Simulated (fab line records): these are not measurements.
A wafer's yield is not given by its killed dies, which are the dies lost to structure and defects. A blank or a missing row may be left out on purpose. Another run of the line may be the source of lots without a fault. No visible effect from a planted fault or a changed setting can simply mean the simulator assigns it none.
The tool behind it: which one?	flow nand-harc	13 lots, 39 wafers sampled, at 5 steps of a route of 1302

== WHAT THE GAUGES SHOWED, per wafer ==
NHARC_P_M1_CD_MEAS_16.
lot	measured	on	cd-nm (nm)
L692	day 6 10:14	cd-sem-01	131.2 129.6 130.2
L694	day 7 03:08	cd-sem-01	129.2 130.8 129.5
L695	day 7 12:20	cd-sem-03	130.2 130.1 130.5
L696	day 7 19:41	cd-sem-01	130.8 132.1 131.0
L697	day 8 06:20	cd-sem-03	131.1 130.3 130.6
L693	day 8 17:23	cd-sem-02	130.9 130.2 129.1
L698	day 8 20:25	cd-sem-01	129.6 130.9 129.8
L702	day 10 09:29	cd-sem-01	132.0 131.9 132.0
L703	day 11 04:32	cd-sem-03	131.0 130.1 131.7
L711	day 14 00:38	cd-sem-02	130.5 130.3 130.4
L713	day 15 01:00	cd-sem-03	129.8 128.7 130.1
L714	day 15 07:38	cd-sem-02	131.5 131.5 130.8
L715	day 15 17:21	cd-sem-03	131.4 129.3 130.8

NHARC_END_SORT_01.
lot	measured	on	defect-limited-yield (%)	killed-at-array	killed-at-other	killed-at-periphery	killed-dies	killed-open	killed-short
L692	day 24 08:31	prober-02	87 88 86	90 78 90	0 0 0	1 3 2	91 81 92	2 2 1	2 2 2
L697	day 26 09:32	prober-01	90 92 93	66 48 47	1 3 0	4 1 0	71 52 47	11 4 1	3 3 6
L693	day 27 14:08	prober-01	88 90 89	77 65 69	3 0 2	0 1 3	80 66 74	1 4 4	0 0 3
L698	day 27 21:58	prober-01	86 90 89	90 64 76	0 1 0	4 0 0	94 65 76	5 2 2	8 7 2
L702	day 28 05:04	prober-02	92 93 93	41 40 41	0 0 0	10 8 4	51 48 45	3 4 4	2 6 1

== TOOL THAT RAN EACH LOT (tool first, then ch and the chambers of the sampled wafers, then the start) ==
lot	NHARC_P_M0_PRE_CLEAN_31	NHARC_P_M1_ETCH_28	NHARC_P_M1_PVD_21
L692	pecvd-03 ch 0,1, day 6 08:33	rie-diel-01 ch 0,3, day 6 10:32	pvd-sputter-03, day 24 08:31 or earlier
L694	pecvd-03 ch 0,2, day 7 01:26	rie-diel-05 ch 0,2, day 7 03:27	pvd-sputter-02, no start
L695	pecvd-04 ch 0,1,2, day 7 10:31	rie-diel-09 ch 0,3, day 7 12:39	pvd-sputter-02, no start
L696	pecvd-03 ch 0,2, day 7 17:52	rie-diel-01 ch 0,1,3, day 7 20:02	pvd-sputter-01, no start
L697	pecvd-02 ch 0,1, day 8 04:30	rie-diel-01 ch 0,1,2, day 8 06:40	pvd-sputter-02, day 26 09:32 or earlier
L693	pecvd-03 ch 0,1,2, day 8 15:41	rie-diel-01 ch 0,1,2, day 8 17:42	pvd-sputter-03, day 27 14:08 or earlier
L698	pecvd-04 ch 0,1, day 8 18:35	rie-diel-09 ch 0,1,3, day 8 20:43	pvd-sputter-02, day 27 21:58 or earlier
L702	pecvd-03 ch 0,1,2, day 10 07:39	rie-diel-05 ch 0,3, day 10 09:48	pvd-sputter-03, day 28 05:04 or earlier
L703	pecvd-03 ch 0,1,2, day 11 02:44	rie-diel-05 ch 0,2,3, day 11 04:54	pvd-sputter-03, no start
L711	pecvd-03 ch 0,1,2, day 13 22:46	rie-diel-05 ch 0,1,3, day 14 00:58	pvd-sputter-01, no start
L713	pecvd-04 ch 0,1, day 14 23:08	rie-diel-05 ch 0,1,2, day 15 01:20	pvd-sputter-02, no start
L714	pecvd-03 ch 0,2, day 15 05:58	rie-diel-05 ch 0,1,3, day 15 07:58	pvd-sputter-02, no start
L715	pecvd-03 ch 0,2, day 15 15:41	rie-diel-01 ch 2,3, day 15 17:40	pvd-sputter-03, no start
- NHARC_P_M0_PRE_CLEAN_31: time 12 s.
- NHARC_P_M1_ETCH_28: etches the open film in CF4/N2, target depth 30 nm, time 72.99 s.
- NHARC_P_M1_PVD_21: deposits Cu, target thk 30 nm, time 20.49 s.

== WHAT THE TOOLS THEMSELVES READ (means of the sampled wafers that have a number; where no wafer has one, the mark that the record gives instead) ==
NHARC_P_M0_PRE_CLEAN_31.
lot	tool	heater-power-w (W)
L692	pecvd-03	639
L694	pecvd-03	584
L695	pecvd-04	576
L696	pecvd-03	551
L697	pecvd-02	668
L693	pecvd-03	542
L698	pecvd-04	632
L702	pecvd-03	598
L703	pecvd-03	589
L711	pecvd-03	587
L713	pecvd-04	626
L714	pecvd-03	528
L715	pecvd-03	561

NHARC_P_M1_ETCH_28.
lot	tool	drypump-motor-current-A (A)	n2-flow-sccm (sccm)	oes-product-au (a.u.)	rf-vpp-V (V)	showerhead-plenum-p-Torr (Torr)	throttle-valve-pct (%)
L692	rie-diel-01	5.7	99.86	1.011	314.4	2.65	19.789
L694	rie-diel-05	5.6	100.29	1.000	314.0	2.62	19.787
L695	rie-diel-09	6.0	99.98	1.001	317.3	2.84	19.797
L696	rie-diel-01	5.5	100.09	1.005	315.0	2.70	19.796
L697	rie-diel-01	5.3	99.94	1.012	315.9	2.74	19.788
L693	rie-diel-01	5.4	100.18	1.024	316.0	2.73	19.801
L698	rie-diel-09	6.1	100.22	0.986	318.3	2.82	19.794
L702	rie-diel-05	5.5	99.79	1.006	314.3	2.68	19.792
L703	rie-diel-05	5.9	100.14	1.008	315.1	2.64	19.789
L711	rie-diel-05	5.6	99.99	0.994	315.6	2.72	19.797
L713	rie-diel-05	5.8	100.35	0.995	314.6	2.65	19.791
L714	rie-diel-05	5.6	99.98	0.987	314.9	2.71	19.794
L715	rie-diel-01	5.9	100.17	1.000	315.7	2.69	19.810

NHARC_P_M1_PVD_21.
lot	tool	throttle-valve-pct (%)
L692	pvd-sputter-03	29.6
L694	pvd-sputter-02	28.9
L695	pvd-sputter-02	29.5
L696	pvd-sputter-01	30.7
L697	pvd-sputter-02	28.5
L693	pvd-sputter-03	30.2
L698	pvd-sputter-02	28.8
L702	pvd-sputter-03	29.8
L703	pvd-sputter-03	30.5
L711	pvd-sputter-01	30.4
L713	pvd-sputter-02	28.5
L714	pvd-sputter-02	29.0
L715	pvd-sputter-03	30.3

== THE ANSWER, worked out from the rows above alone ==
Rule: the usual values come from the lots themselves. Put in order of their means at a reading, lots are off if they are a third of the lots or fewer, leave a main group of 4 or more, and stand apart from it by a gap of 3 or more times the standard deviation of the main group's means; of several such gaps the widest counts. A main group is skipped when, at the precision printed for the reading in the tables above, its means are all equal. Also off: a lot with no number at a reading for which 4 or more lots have one. All remaining lots with rows at the step are treated as sound. After the gauges, taken in route order, come the tools' own readings; for these a lot's mean is taken, as printed above. The first step at which some lot is off is used, and at that step the reading that is off furthest; a lot without a number counts as furthest.
Off: L702, at NHARC_END_SORT_01 (killed-at-periphery). The main group: mean 2, standard deviation 0.28. Neither off nor sound, because the step has no rows for them: L694, L695, L696, L703, L711, L713, L714, L715.
If a tool, at a process step before that reading, ran all the lots that are off and no sound lot after the first of them, it fits. Those tools and the gauges at NHARC_END_SORT_01 are tried in the same way. NHARC_P_M1_PVD_21: start missing for some lots; hours and lot order therefore follow NHARC_END_SORT_01. Can't be told from this: 4 tools fit, pecvd-03 at NHARC_P_M0_PRE_CLEAN_31, rie-diel-05 at NHARC_P_M1_ETCH_28, pvd-sputter-03 at NHARC_P_M1_PVD_21, prober-02 at NHARC_END_SORT_01.

== WHAT WAS PUT IN BY THE SIMULATOR ==
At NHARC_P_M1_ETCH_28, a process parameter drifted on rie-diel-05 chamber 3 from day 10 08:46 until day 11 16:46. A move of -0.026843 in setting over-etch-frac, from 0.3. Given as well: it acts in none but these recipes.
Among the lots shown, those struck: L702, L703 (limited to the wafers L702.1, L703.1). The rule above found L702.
